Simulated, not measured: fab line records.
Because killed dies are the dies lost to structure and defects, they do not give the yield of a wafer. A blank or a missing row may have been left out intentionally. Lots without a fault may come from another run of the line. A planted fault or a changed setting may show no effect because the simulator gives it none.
fab line records / flow n5Finfet
record: lots: 5 wafers: 15 lastDay: 18
route steps=1938 shown DUMMY_GATE@247 SPACER0@258 BEOL_M4@1111 PASSIVATION@1936
lots with no fault: from the same line, run without faults
startH: hours from the record's first day to the start of the lot's first wafer shown / waitH: time in hours since the lot's previous step / " identical to the entry in the row above / L1.1+2: one row covering several wafers at once / - no value, or no start given / * or withheld: withheld / < > ~ a bound
route shown NAME@n: a module of which the file shows steps, and the number in the route of the first / usual: the fault-free wafers' mean and standard deviation / same: alike in all rows / chamber/n: place in a boat / sites: the reading at each site / _std_site: their standard deviation / _edge_site: outer sites' mean less inner sites' / radiusMm: how far each site lies from the wafer's centre / mask NAME#n: copy n / behind: the most recent tool/chamber to have shaped the wafer / hold: cause of the lot's hold/its duration in hours/its outcome / device: names the non-switching transistor (n, p or np) / end of line: tests of these same wafers at the route's end / a step given without rows: its recipe and nothing more / killed: dies that structure and defects cost at the first sort, which is not the same as the wafer's yield / map: dies across one wafer; x = killed, . = not, _ = none there
set.NAME: the setting as run; set.NAME@STEP: as run at that earlier step / model.NAME: the simulator's own value behind a step, which no gauge read
a table for each step, a row for each wafer; lots at some steps of the route
services: when a tool's chamber went out of use (startH, in hours from the record's first day, below 0 if earlier), for how many hours, and the reason
== steps ==
step: N5_DUMMY_GATE_ETCH_23
recipe: chemistry: HBr/Cl2/O2 HBr_flow_sccm: 150 Cl2_flow_sccm: 80 O2_flow_sccm: 12 biasW: 102 targetDepthA: 410 timeS: 22.3 target: poly-Si maskMaterial: SiO2 pressureMtorr: 10 icpW: 800
step: N5_DUMMY_GATE_ETCH_44
recipe: chemistry: HBr/O2 overEtchFrac: 0.7 targetDepthA: 1275 stopOn: SiO2 ionEnergyEv: 60 biasW: 20 target: poly-Si maskMaterial: SiO2 pressureMtorr: 20 icpW: 400 HBr_flow_sccm: 120 O2_flow_sccm: 10
step: N5_DUMMY_GATE_ETCH_42
recipe: chemistry: CHF3/O2 target: SiO2 targetDepthA: 35 timeS: 31 ionEnergyEv: 30 biasW: 12 pressureMtorr: 30 sourceW: 600 Ar_flow_sccm: 200 CHF3_flow_sccm: 50 O2_flow_sccm: 5
step: N5_DUMMY_GATE_STRIP_48
recipe: chemistry: N2/H2 timeS: 20 powerW: 100 tempC: 40 pressureMtorr: 100 rfFrequencyHz: 6e+07 biasPowerW: 3 n2FlowSccm: 300 h2FlowSccm: 300
step: N5_DUMMY_GATE_PRECLEAN_33
recipe: chemistry: dHF timeS: 10 dilution: 750:1 tempC: 25
step: N5_DUMMY_GATE_PRECLEAN_25
recipe: chemistry: O3/DIW timeS: 45 tempC: 22 o3Ppm: 10
step: N5_DUMMY_GATE_PRECLEAN_51
recipe: chemistry: SC2 timeS: 45 tempC: 35 mix: 1:1:50
step: N5_DUMMY_GATE_SRD_26
recipe: dry: ipaMarangoni timeS: 30 tempC: 23 rinseLiquid: diw
step: N5_DUMMY_GATE_UV_OZONE_45
recipe: timeS: 120 pressureTorr: 760 tempC: 25
step: N5_SPACER0_ALD_07
recipe: material: SiNx targetThkA: 20 tempC: 400 aldPrecursorFamily: SiH2I2 aldCoReactant: N2/H2-plasma pressureTorr: 2
step: N5_SPACER0_ALD_00
recipe: material: SiOCN targetThkA: 35 tempC: 400 aldPrecursorFamily: alkyl-aminosilane aldCoReactant: O2/N2-plasma pulseTimeS: 3 purgeTimeS: 2 coReactantPurgeTimeS: 2 aldCycles: 58 pressureTorr: 2
usual: aldCycles: 58/0 chamberPressureTorr: 2.000/0.0041 heaterPowerW: 843/92 precursorPulseHeightRel: 0.998/0.021 purgeTimeS: 2/0
lot.wafer=L720.1 tool=aldSin-04 chamber=0 startH=102.40 waitH=0.1 aldCycles=- chamberPressureTorr=- heaterPowerW=- precursorPulseHeightRel=- purgeTimeS=-
lot.wafer=L720.2 tool=aldSin-04 chamber=2 startH=102.40 waitH=0.1 aldCycles=- chamberPressureTorr=- heaterPowerW=- precursorPulseHeightRel=- purgeTimeS=-
lot.wafer=L720.6 tool=aldSin-04 chamber=0 startH=102.40 waitH=0.1 aldCycles=- chamberPressureTorr=- heaterPowerW=- precursorPulseHeightRel=- purgeTimeS=-
lot.wafer=L721.3 tool=aldSin-04 chamber=3 startH=107.84 waitH=0.1 aldCycles=- chamberPressureTorr=- heaterPowerW=- precursorPulseHeightRel=- purgeTimeS=-
lot.wafer=L721.4 tool=aldSin-04 chamber=1 startH=107.84 waitH=0.1 aldCycles=- chamberPressureTorr=- heaterPowerW=- precursorPulseHeightRel=- purgeTimeS=-
lot.wafer=L721.6 tool=aldSin-04 chamber=0 startH=107.84 waitH=0.1 aldCycles=- chamberPressureTorr=- heaterPowerW=- precursorPulseHeightRel=- purgeTimeS=-
lot.wafer=L722.1 tool=aldSin-03 chamber=3 startH=116.59 waitH=0.1 aldCycles=- chamberPressureTorr=- heaterPowerW=- precursorPulseHeightRel=- purgeTimeS=-
lot.wafer=L722.3 tool=aldSin-03 chamber=0 startH=116.59 waitH=0.1 aldCycles=- chamberPressureTorr=- heaterPowerW=- precursorPulseHeightRel=- purgeTimeS=-
lot.wafer=L722.4 tool=aldSin-03 chamber=2 startH=116.59 waitH=0.1 aldCycles=- chamberPressureTorr=- heaterPowerW=- precursorPulseHeightRel=- purgeTimeS=-
lot.wafer=L729.3 tool=aldSin-03 chamber=3 startH=161.51 waitH=0.1 aldCycles=58 chamberPressureTorr=1.993 heaterPowerW=833 precursorPulseHeightRel=0.971 purgeTimeS=2
lot.wafer=L729.5 tool=aldSin-03 chamber=3 startH=161.51 waitH=0.1 aldCycles=58 chamberPressureTorr=2.000 heaterPowerW=837 precursorPulseHeightRel=0.978 purgeTimeS=2
lot.wafer=L729.6 tool=aldSin-03 chamber=0 startH=161.51 waitH=0.1 aldCycles=58 chamberPressureTorr=1.996 heaterPowerW=922 precursorPulseHeightRel=1.028 purgeTimeS=2
lot.wafer=L734.2 tool=aldSin-03 chamber=1 startH=187.28 waitH=0.1 aldCycles=58 chamberPressureTorr=1.996 heaterPowerW=748 precursorPulseHeightRel=0.988 purgeTimeS=2
lot.wafer=L734.3 tool=aldSin-03 chamber=0 startH=187.28 waitH=0.1 aldCycles=58 chamberPressureTorr=1.998 heaterPowerW=926 precursorPulseHeightRel=1.007 purgeTimeS=2
lot.wafer=L734.5 tool=aldSin-03 chamber=0 startH=187.28 waitH=0.1 aldCycles=58 chamberPressureTorr=2.003 heaterPowerW=911 precursorPulseHeightRel=1.027 purgeTimeS=2
step: N5_SPACER0_ALD_08
recipe: material: SiNx targetThkA: 20 tempC: 400 aldPrecursorFamily: SiH2I2 aldCoReactant: N2/H2-plasma pressureTorr: 2
step: N5_BEOL_M4_RC_MEAS_101
usual: DIBL_N: 35.9/1.4 DIBL_P: 35.9/1.7 IOFF_N: 0.160/0.026 IOFF_P: 0.21/0.036 ION_N: 672/11 ION_P: 461/8.1 SS_N: 71.4/0.54 SS_P: 73.2/0.67 VT_N: 249.3/2.7 VT_P: -250/3.9
lot.wafer=L729.3 tool=prober-01 chamber=0 startH=276.71 waitH=0.3 DIBL_N[mV/V]=33.5 DIBL_P[mV/V]=34.0 IOFF_N[nA/um]=0.117 IOFF_P[nA/um]=0.17 ION_N[uA/um]=658 ION_P[uA/um]=454 SS_N[mV/dec]=71.0 SS_P[mV/dec]=71.9 VT_N[mV]=252.2 VT_P[mV]=-251
lot.wafer=L729.5 tool=prober-01 chamber=0 startH=276.71 waitH=0.3 DIBL_N[mV/V]=36.8 DIBL_P[mV/V]=36.8 IOFF_N[nA/um]=0.183 IOFF_P[nA/um]=0.21 ION_N[uA/um]=661 ION_P[uA/um]=453 SS_N[mV/dec]=72.2 SS_P[mV/dec]=72.8 VT_N[mV]=247.1 VT_P[mV]=-247
lot.wafer=L729.6 tool=prober-01 chamber=0 startH=276.71 waitH=0.3 DIBL_N[mV/V]=35.8 DIBL_P[mV/V]=35.9 IOFF_N[nA/um]=0.159 IOFF_P[nA/um]=0.20 ION_N[uA/um]=665 ION_P[uA/um]=457 SS_N[mV/dec]=71.8 SS_P[mV/dec]=72.4 VT_N[mV]=249.5 VT_P[mV]=-250
lot.wafer=L734.2 tool=prober-02 chamber=0 startH=316.42 waitH=0.2 DIBL_N[mV/V]=39.0 DIBL_P[mV/V]=40.0 IOFF_N[nA/um]=0.214 IOFF_P[nA/um]=0.25 ION_N[uA/um]=680 ION_P[uA/um]=464 SS_N[mV/dec]=72.3 SS_P[mV/dec]=74.7 VT_N[mV]=247.5 VT_P[mV]=-248
lot.wafer=L734.3 tool=prober-02 chamber=0 startH=316.42 waitH=0.2 DIBL_N[mV/V]=38.4 DIBL_P[mV/V]=39.7 IOFF_N[nA/um]=0.194 IOFF_P[nA/um]=0.24 ION_N[uA/um]=668 ION_P[uA/um]=459 SS_N[mV/dec]=71.7 SS_P[mV/dec]=74.4 VT_N[mV]=249.7 VT_P[mV]=-250
lot.wafer=L734.5 tool=prober-02 chamber=0 startH=316.42 waitH=0.2 DIBL_N[mV/V]=35.8 DIBL_P[mV/V]=36.9 IOFF_N[nA/um]=0.151 IOFF_P[nA/um]=0.19 ION_N[uA/um]=663 ION_P[uA/um]=456 SS_N[mV/dec]=71.6 SS_P[mV/dec]=73.2 VT_N[mV]=252.8 VT_P[mV]=-254
step: N5_PASSIVATION_PROBE_49
usual: defectLimitedYield: 90.9/1.5 killed_at_M0_to_M3: 35/10 killed_at_M4_up: 14/5.2 killedAtContacts: 13/7.3 killedAtFrontEnd: 42/12 killedAtOther: 3.4/2.5 killedDies: 108/18 killedOnRim: 14/4.2 killedOpen: 70/13 killedShort: 35/8 sort_bin_5_function: 5.4/1 sort_bin_6_memory: 3.4/0.71 sortNPass: 1072/18 sortYieldPct: 90.9/1.5
same: grossDies: 1180 killedAtBackSide: 0 sort_bin_4_leakage[%]: 0 sort_bin_8_speed[%]: 0
lot.wafer=L720.1 tool=prober-01 chamber=- startH=317.48 waitH=0.0 defectLimitedYield[%]=0 killed_at_M0_to_M3=46 killed_at_M4_up=13 killedAtContacts=4 killedAtFrontEnd=1116 killedAtOther=1 killedDies=1180 killedOnRim=152 killedOpen=80 killedShort=33 sort_bin_5_function[%]=96.3 sort_bin_6_memory[%]=3.6 sortNPass=0 sortYieldPct[%]=0
lot.wafer=L720.2 tool=prober-01 chamber=- startH=317.53 waitH=0.1 defectLimitedYield[%]=0 killed_at_M0_to_M3=45 killed_at_M4_up=12 killedAtContacts=13 killedAtFrontEnd=1108 killedAtOther=2 killedDies=1180 killedOnRim=152 killedOpen=76 killedShort=39 sort_bin_5_function[%]=95.9 sort_bin_6_memory[%]=3.8 sortNPass=0 sortYieldPct[%]=0
lot.wafer=L720.6 tool=prober-01 chamber=- startH=317.73 waitH=0.3 defectLimitedYield[%]=0 killed_at_M0_to_M3=33 killed_at_M4_up=13 killedAtContacts=18 killedAtFrontEnd=1114 killedAtOther=2 killedDies=1180 killedOnRim=152 killedOpen=63 killedShort=35 sort_bin_5_function[%]=96.2 sort_bin_6_memory[%]=3.4 sortNPass=0 sortYieldPct[%]=0
lot.wafer=L721.3 tool=prober-01 chamber=- startH=338.44 waitH=0.1 defectLimitedYield[%]=0 killed_at_M0_to_M3=29 killed_at_M4_up=19 killedAtContacts=1 killedAtFrontEnd=1131 killedAtOther=0 killedDies=1180 killedOnRim=152 killedOpen=69 killedShort=30 sort_bin_5_function[%]=95.8 sort_bin_6_memory[%]=3.9 sortNPass=0 sortYieldPct[%]=0
lot.wafer=L721.4 tool=prober-01 chamber=- startH=338.49 waitH=0.2 defectLimitedYield[%]=0 killed_at_M0_to_M3=43 killed_at_M4_up=13 killedAtContacts=6 killedAtFrontEnd=1115 killedAtOther=3 killedDies=1180 killedOnRim=152 killedOpen=90 killedShort=44 sort_bin_5_function[%]=95.9 sort_bin_6_memory[%]=3.9 sortNPass=0 sortYieldPct[%]=0
lot.wafer=L721.6 tool=prober-01 chamber=- startH=338.59 waitH=0.3 defectLimitedYield[%]=0 killed_at_M0_to_M3=31 killed_at_M4_up=29 killedAtContacts=10 killedAtFrontEnd=1107 killedAtOther=3 killedDies=1180 killedOnRim=152 killedOpen=80 killedShort=42 sort_bin_5_function[%]=96.2 sort_bin_6_memory[%]=3.6 sortNPass=0 sortYieldPct[%]=0
lot.wafer=L722.1 tool=prober-02 chamber=- startH=341.32 waitH=0.0 defectLimitedYield[%]=0 killed_at_M0_to_M3=51 killed_at_M4_up=16 killedAtContacts=9 killedAtFrontEnd=1103 killedAtOther=1 killedDies=1180 killedOnRim=152 killedOpen=90 killedShort=38 sort_bin_5_function[%]=95.5 sort_bin_6_memory[%]=4.3 sortNPass=0 sortYieldPct[%]=0
lot.wafer=L722.3 tool=prober-02 chamber=- startH=341.42 waitH=0.1 defectLimitedYield[%]=0 killed_at_M0_to_M3=38 killed_at_M4_up=21 killedAtContacts=6 killedAtFrontEnd=1114 killedAtOther=1 killedDies=1180 killedOnRim=152 killedOpen=92 killedShort=37 sort_bin_5_function[%]=96.2 sort_bin_6_memory[%]=3.6 sortNPass=0 sortYieldPct[%]=0
lot.wafer=L722.4 tool=prober-02 chamber=- startH=341.47 waitH=0.2 defectLimitedYield[%]=0 killed_at_M0_to_M3=41 killed_at_M4_up=17 killedAtContacts=15 killedAtFrontEnd=1100 killedAtOther=7 killedDies=1180 killedOnRim=152 killedOpen=88 killedShort=35 sort_bin_5_function[%]=96.1 sort_bin_6_memory[%]=3.8 sortNPass=0 sortYieldPct[%]=0
lot.wafer=L729.3 tool=prober-02 chamber=- startH=382.09 waitH=0.1 defectLimitedYield[%]=89.7 killed_at_M0_to_M3=31 killed_at_M4_up=14 killedAtContacts=17 killedAtFrontEnd=54 killedAtOther=5 killedDies=121 killedOnRim=19 killedOpen=74 killedShort=42 sort_bin_5_function[%]=5.9 sort_bin_6_memory[%]=3.5 sortNPass=1059 sortYieldPct[%]=89.7
lot.wafer=L729.5 tool=prober-02 chamber=- startH=382.19 waitH=0.2 defectLimitedYield[%]=90.8 killed_at_M0_to_M3=23 killed_at_M4_up=10 killedAtContacts=10 killedAtFrontEnd=63 killedAtOther=3 killedDies=109 killedOnRim=20 killedOpen=60 killedShort=37 sort_bin_5_function[%]=5.7 sort_bin_6_memory[%]=2.5 sortNPass=1071 sortYieldPct[%]=90.8
lot.wafer=L729.6 tool=prober-02 chamber=- startH=382.24 waitH=0.3 defectLimitedYield[%]=93.0 killed_at_M0_to_M3=27 killed_at_M4_up=6 killedAtContacts=10 killedAtFrontEnd=35 killedAtOther=5 killedDies=83 killedOnRim=8 killedOpen=48 killedShort=32 sort_bin_5_function[%]=3.6 sort_bin_6_memory[%]=3.0 sortNPass=1097 sortYieldPct[%]=93.0
lot.wafer=L734.2 tool=prober-02 chamber=- startH=429.98 waitH=0.1 defectLimitedYield[%]=90.4 killed_at_M0_to_M3=37 killed_at_M4_up=15 killedAtContacts=13 killedAtFrontEnd=47 killedAtOther=1 killedDies=113 killedOnRim=17 killedOpen=74 killedShort=33 sort_bin_5_function[%]=5.6 sort_bin_6_memory[%]=3.6 sortNPass=1067 sortYieldPct[%]=90.4
lot.wafer=L734.3 tool=prober-02 chamber=- startH=430.03 waitH=0.1 defectLimitedYield[%]=89.2 killed_at_M0_to_M3=48 killed_at_M4_up=12 killedAtContacts=19 killedAtFrontEnd=48 killedAtOther=0 killedDies=127 killedOnRim=21 killedOpen=86 killedShort=41 sort_bin_5_function[%]=6.3 sort_bin_6_memory[%]=4.3 sortNPass=1053 sortYieldPct[%]=89.2
lot.wafer=L734.5 tool=prober-02 chamber=- startH=430.13 waitH=0.2 defectLimitedYield[%]=89.2 killed_at_M0_to_M3=37 killed_at_M4_up=14 killedAtContacts=36 killedAtFrontEnd=37 killedAtOther=3 killedDies=127 killedOnRim=10 killedOpen=88 killedShort=37 sort_bin_5_function[%]=6.2 sort_bin_6_memory[%]=4.2 sortNPass=1053 sortYieldPct[%]=89.2
killed by level:class
L720.1 SPACER0:areaAld=1066 STI_FIN_REVEAL:geometricParticle:open=22 BEOL_M3:geometricParticle:open=11 BEOL_M0_SAQP:geometricParticle:open=10 BEOL_M0_SAQP:geometricParticle:short=6 BEOL_M1:geometricParticle:open=6 FIN_SAQP:geometricParticle:open=5 BEOL_M0:geometricParticle:short=5
L720.2 SPACER0:areaAld=1065 BEOL_M3:geometricParticle:open=13 STI_FIN_REVEAL:geometricParticle:open=12 BEOL_M0_SAQP:geometricParticle:short=11 BEOL_M0_SAQP:geometricParticle:open=10 MOL_CONTACT_COAG:geometricParticle:open=9 FIN_SAQP:geometricParticle:open=6 GATE_CUT:geometricParticle:open=6
L720.6 SPACER0:areaAld=1081 MOL_CONTACT_COAG:geometricParticle:open=14 BEOL_M3:geometricParticle:open=11 STI_FIN_REVEAL:geometricParticle:open=9 BEOL_M0_SAQP:geometricParticle:short=7 BEOL_M0_SAQP:geometricParticle:open=6 GATE_CUT:geometricParticle:short=5 BEOL_M4:geometricParticle:open=5
L721.3 SPACER0:areaAld=1079 FIN_SAQP:geometricParticle:open=12 STI_FIN_REVEAL:geometricParticle:open=10 BEOL_M4:geometricParticle:open=9 FIN_SAQP:geometricParticle:short=8 BEOL_M1:geometricParticle:open=8 BEOL_M2:geometricParticle:open=8 STARTING-WAFER:geometricParticle:short=6
L721.4 SPACER0:areaAld=1046 FIN_SAQP:geometricParticle:open=20 FIN_SAQP:geometricParticle:short=16 STI_FIN_REVEAL:geometricParticle:open=16 BEOL_M2:geometricParticle:open=13 BEOL_M3:geometricParticle:open=7 BEOL_M1:geometricParticle:open=6 BEOL_M0_SAQP:geometricParticle:open=5
L721.6 SPACER0:areaAld=1058 BEOL_M4:geometricParticle:open=16 FIN_SAQP:geometricParticle:short=10 STI_FIN_REVEAL:geometricParticle:open=9 BEOL_M0_SAQP:geometricParticle:open=8 BEOL_M1:geometricParticle:open=8 FIN_SAQP:geometricParticle:open=6 MOL_CONTACT_COAG:geometricParticle:open=6
L722.1 SPACER0:areaAld=1051 BEOL_M3:geometricParticle:open=17 STI_FIN_REVEAL:geometricParticle:open=13 BEOL_M0_SAQP:geometricParticle:short=10 BEOL_M4:geometricParticle:open=10 FIN_SAQP:geometricParticle:open=9 MOL_CONTACT_COAG:geometricParticle:open=7 BEOL_M2:geometricParticle:open=7
L722.3 SPACER0:areaAld=1051 STI_FIN_REVEAL:geometricParticle:open=14 FIN_SAQP:geometricParticle:open=11 BEOL_M3:geometricParticle:open=9 BEOL_M4:geometricParticle:open=8 DUMMY_GATE:geometricParticle:open=7 BEOL_M0_SAQP:geometricParticle:open=7 BEOL_M0_SAQP:geometricParticle:short=7
L722.4 SPACER0:areaAld=1053 MOL_CONTACT_COAG:geometricParticle:open=13 STI_FIN_REVEAL:geometricParticle:open=10 FIN_SAQP:geometricParticle:open=8 BEOL_M0_SAQP:geometricParticle:open=8 BEOL_M3:geometricParticle:open=8 BEOL_M4:geometricParticle:open=7 BEOL_M0_SAQP:geometricParticle:short=7
L729.3 STI_FIN_REVEAL:geometricParticle:open=15 MOL_CONTACT_COAG:geometricParticle:open=11 FIN_SAQP:geometricParticle:short=10 FIN_SAQP:geometricParticle:open=8 BEOL_M1:geometricParticle:open=8 GATE_CUT:geometricParticle:short=7 BEOL_M0_SAQP:geometricParticle:open=7 MOL_CONTACT_COAG:geometricParticle:short=6
L729.5 STI_FIN_REVEAL:geometricParticle:open=12 HKMG_FIN:areaEtch=8 GATE_CUT:geometricParticle:open=6 MOL_CONTACT_COAG:geometricParticle:open=6 BEOL_M1:geometricParticle:short=6 DUMMY_GATE:geometricParticle:open=5 GATE_CUT:geometricParticle:short=5 ILD0:geometricParticle:open=4
L729.6 MOL_CONTACT_COAG:geometricParticle:open=8 BEOL_M1:geometricParticle:open=7 BEOL_M1:geometricParticle:short=6 DUMMY_GATE:geometricParticle:open=5 GATE_CUT:geometricParticle:short=5 BEOL_M5:geometricParticle:open=4 STARTING-WAFER:geometricParticle:short=4 FIN_SAQP:geometricParticle:short=3
L734.2 STI_FIN_REVEAL:geometricParticle:open=15 MOL_CONTACT_COAG:geometricParticle:open=9 BEOL_M0_SAQP:geometricParticle:short=9 BEOL_M0_SAQP:geometricParticle:open=9 BEOL_M1:geometricParticle:open=6 DUMMY_GATE:geometricParticle:open=5 BEOL_M3:geometricParticle:open=5 FIN_SAQP:geometricParticle:open=4
L734.3 BEOL_M0_SAQP:geometricParticle:open=17 FIN_SAQP:geometricParticle:open=13 MOL_CONTACT_COAG:geometricParticle:open=12 BEOL_M0_SAQP:geometricParticle:short=9 BEOL_M2:geometricParticle:open=8 STI_FIN_REVEAL:geometricParticle:open=7 BEOL_M1:geometricParticle:open=7 MOL_CONTACT_COAG:geometricParticle:short=7
L734.5 MOL_CONTACT_COAG:geometricParticle:open=31 BEOL_M0_SAQP:geometricParticle:open=11 STI_FIN_REVEAL:geometricParticle:open=10 FIN_SAQP:geometricParticle:open=8 BEOL_M0_SAQP:geometricParticle:short=7 STI_FIN_REVEAL:geometricParticle:short=7 MOL_CONTACT_COAG:geometricParticle:short=5 BEOL_M1:geometricParticle:open=5
map L720.1 (x killed, . not)
_________________xxxxxxxxxxxx________________
______________xxxxxxxxxxxxxxxxxx_____________
___________xxxxxxxxxxxxxxxxxxxxxxxx__________
__________xxxxxxxxxxxxxxxxxxxxxxxxxx_________
________xxxxxxxxxxxxxxxxxxxxxxxxxxxxxx_______
_______xxxxxxxxxxxxxxxxxxxxxxxxxxxxxxxx______
______xxxxxxxxxxxxxxxxxxxxxxxxxxxxxxxxxx_____
_____xxxxxxxxxxxxxxxxxxxxxxxxxxxxxxxxxxxx____
____xxxxxxxxxxxxxxxxxxxxxxxxxxxxxxxxxxxxxx___
___xxxxxxxxxxxxxxxxxxxxxxxxxxxxxxxxxxxxxxxx__
___xxxxxxxxxxxxxxxxxxxxxxxxxxxxxxxxxxxxxxxx__
__xxxxxxxxxxxxxxxxxxxxxxxxxxxxxxxxxxxxxxxxxx_
__xxxxxxxxxxxxxxxxxxxxxxxxxxxxxxxxxxxxxxxxxx_
_xxxxxxxxxxxxxxxxxxxxxxxxxxxxxxxxxxxxxxxxxxxx
_xxxxxxxxxxxxxxxxxxxxxxxxxxxxxxxxxxxxxxxxxxxx
_xxxxxxxxxxxxxxxxxxxxxxxxxxxxxxxxxxxxxxxxxxxx
_xxxxxxxxxxxxxxxxxxxxxxxxxxxxxxxxxxxxxxxxxxxx
_xxxxxxxxxxxxxxxxxxxxxxxxxxxxxxxxxxxxxxxxxxxx
_xxxxxxxxxxxxxxxxxxxxxxxxxxxxxxxxxxxxxxxxxxxx
_xxxxxxxxxxxxxxxxxxxxxxxxxxxxxxxxxxxxxxxxxxxx
_xxxxxxxxxxxxxxxxxxxxxxxxxxxxxxxxxxxxxxxxxxxx
__xxxxxxxxxxxxxxxxxxxxxxxxxxxxxxxxxxxxxxxxxx_
__xxxxxxxxxxxxxxxxxxxxxxxxxxxxxxxxxxxxxxxxxx_
___xxxxxxxxxxxxxxxxxxxxxxxxxxxxxxxxxxxxxxxx__
___xxxxxxxxxxxxxxxxxxxxxxxxxxxxxxxxxxxxxxxx__
____xxxxxxxxxxxxxxxxxxxxxxxxxxxxxxxxxxxxxx___
_____xxxxxxxxxxxxxxxxxxxxxxxxxxxxxxxxxxxx____
______xxxxxxxxxxxxxxxxxxxxxxxxxxxxxxxxxx_____
_______xxxxxxxxxxxxxxxxxxxxxxxxxxxxxxxx______
________xxxxxxxxxxxxxxxxxxxxxxxxxxxxxx_______
__________xxxxxxxxxxxxxxxxxxxxxxxxxx_________
___________xxxxxxxxxxxxxxxxxxxxxxxx__________
______________xxxxxxxxxxxxxxxxxx_____________
_________________xxxxxxxxxxxx________________
map L721.3 (x killed, . not)
_________________xxxxxxxxxxxx________________
______________xxxxxxxxxxxxxxxxxx_____________
___________xxxxxxxxxxxxxxxxxxxxxxxx__________
__________xxxxxxxxxxxxxxxxxxxxxxxxxx_________
________xxxxxxxxxxxxxxxxxxxxxxxxxxxxxx_______
_______xxxxxxxxxxxxxxxxxxxxxxxxxxxxxxxx______
______xxxxxxxxxxxxxxxxxxxxxxxxxxxxxxxxxx_____
_____xxxxxxxxxxxxxxxxxxxxxxxxxxxxxxxxxxxx____
____xxxxxxxxxxxxxxxxxxxxxxxxxxxxxxxxxxxxxx___
___xxxxxxxxxxxxxxxxxxxxxxxxxxxxxxxxxxxxxxxx__
___xxxxxxxxxxxxxxxxxxxxxxxxxxxxxxxxxxxxxxxx__
__xxxxxxxxxxxxxxxxxxxxxxxxxxxxxxxxxxxxxxxxxx_
__xxxxxxxxxxxxxxxxxxxxxxxxxxxxxxxxxxxxxxxxxx_
_xxxxxxxxxxxxxxxxxxxxxxxxxxxxxxxxxxxxxxxxxxxx
_xxxxxxxxxxxxxxxxxxxxxxxxxxxxxxxxxxxxxxxxxxxx
_xxxxxxxxxxxxxxxxxxxxxxxxxxxxxxxxxxxxxxxxxxxx
_xxxxxxxxxxxxxxxxxxxxxxxxxxxxxxxxxxxxxxxxxxxx
_xxxxxxxxxxxxxxxxxxxxxxxxxxxxxxxxxxxxxxxxxxxx
_xxxxxxxxxxxxxxxxxxxxxxxxxxxxxxxxxxxxxxxxxxxx
_xxxxxxxxxxxxxxxxxxxxxxxxxxxxxxxxxxxxxxxxxxxx
_xxxxxxxxxxxxxxxxxxxxxxxxxxxxxxxxxxxxxxxxxxxx
__xxxxxxxxxxxxxxxxxxxxxxxxxxxxxxxxxxxxxxxxxx_
__xxxxxxxxxxxxxxxxxxxxxxxxxxxxxxxxxxxxxxxxxx_
___xxxxxxxxxxxxxxxxxxxxxxxxxxxxxxxxxxxxxxxx__
___xxxxxxxxxxxxxxxxxxxxxxxxxxxxxxxxxxxxxxxx__
____xxxxxxxxxxxxxxxxxxxxxxxxxxxxxxxxxxxxxx___
_____xxxxxxxxxxxxxxxxxxxxxxxxxxxxxxxxxxxx____
______xxxxxxxxxxxxxxxxxxxxxxxxxxxxxxxxxx_____
_______xxxxxxxxxxxxxxxxxxxxxxxxxxxxxxxx______
________xxxxxxxxxxxxxxxxxxxxxxxxxxxxxx_______
__________xxxxxxxxxxxxxxxxxxxxxxxxxx_________
___________xxxxxxxxxxxxxxxxxxxxxxxx__________
______________xxxxxxxxxxxxxxxxxx_____________
_________________xxxxxxxxxxxx________________
== services ==
tool=aldSin-03 chamber=2 startH=102.83 hours=8.4 kind=repair
tool=aldSin-04 chamber=- startH=176.75 hours=14.0 kind=pm
tool=aldSin-04 chamber=0 startH=176.75 hours=14.0 kind=ventCycle
tool=aldSin-04 chamber=1 startH=176.75 hours=14.0 kind=ventCycle
tool=aldSin-04 chamber=2 startH=176.75 hours=14.0 kind=ventCycle
tool=aldSin-04 chamber=3 startH=176.75 hours=14.0 kind=ventCycle
== key ==
firstSign: step: N5_SPACER0_ALD_00 reading: toolRecord direction: missing
effect: step: N5_PASSIVATION_PROBE_49 reading: killedAtFrontEnd direction: up sigmas: 91 usual: 42 struck: 1112
moreKillsBornAt: N5_SPACER0_ALD_00@aldSin-04: 6395 N5_SPACER0_ALD_00@aldSin-03: 3155
metAt N5_SPACER0_ALD_00
struckWafers L720.1,L720.2,L720.6,L721.3,L721.4,L721.6,L722.1,L722.3,L722.4
laterRowsLeftOut L720.1,L720.2,L720.6,L721.3,L721.4,L721.6,L722.1,L722.3,L722.4
fault: kind: skippedStepWhole tool: aldSin-03,aldSin-04 chamber: - onsetH: 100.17 steps: N5_SPACER0_ALD_00 scope: struckLotsOnly
laterRowsLeftOut: the simulator's readings of these wafers behind a module that went badly wrong aren't trusted and aren't shown, but for the sort
